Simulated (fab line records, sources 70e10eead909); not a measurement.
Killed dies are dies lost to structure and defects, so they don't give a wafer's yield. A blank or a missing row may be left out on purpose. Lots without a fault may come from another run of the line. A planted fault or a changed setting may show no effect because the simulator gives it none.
Chamber matching | flow nand_harc | NHARC_P_GATE_ALD_36 on ald_sin-01: 4 sister chambers
The step deposits SiNx, target thk 20 nm, pulse time 60 s, ald cycles 223. 8 wafers are shown with their chamber, then 8 later ones without.

WAFERS WITH THEIR CHAMBER
wafer  | chamber | heater_power_w (W) | precursor_pulse_height_rel
L082.2 | 2       | 751                | 0.987
L082.5 | 1       | 913                | 1.012
L085.2 | 2       | 748                | 1.022
L085.5 | 0       | 778                | 0.983
L085.6 | 1       | 930                | 0.966
L088.6 | 3       | 749                | 0.955
L088.5 | 0       | 723                | 0.983
L091.4 | 3       | 787                | 1.028

WAFERS WITHOUT THEIR CHAMBER
wafer  | heater_power_w (W) | precursor_pulse_height_rel
L091.3 | 745                | 1.002
L091.1 | 748                | 0.991
L094.3 | 890                | 0.992
L094.4 | 746                | 0.986
L094.6 | 899                | 0.980
L097.2 | 790                | 1.009
L097.4 | 742                | 1.032
L097.3 | 873                | 1.015

WHICH CHAMBER EACH WENT THROUGH
wafer  | from the rows above          | in truth
L091.3 | can't be placed: 2 or 0 or 3 | 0
L091.1 | can't be placed: 0 or 2 or 3 | 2
L094.3 | 1                            | 1
L094.4 | can't be placed: 0 or 2 or 3 | 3
L094.6 | 1                            | 1
L097.2 | can't be placed: 3 or 2 or 0 | 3
L097.4 | can't be placed: 2 or 0 or 3 | 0
L097.3 | 1                            | 1
Placed correctly: 3 of 8. Can't be placed from these rows: 5 (the true chamber is among the candidates in 5). Placed wrongly: 0.
How it was worked out, from the rows above alone: a wafer's distance from a chamber is the root of the sum, over the readings, of the square of ((its reading less the chamber's mean) divided by the reading's scatter). The wafer belongs to the nearest chamber; if the next one is less than 2 further off, it can't be placed. A chamber's mean is the mean of its shown wafers. The scatter: the root of (the sum of the squares of (reading less its chamber's mean) over the shown wafers, divided by (wafers less chambers)).
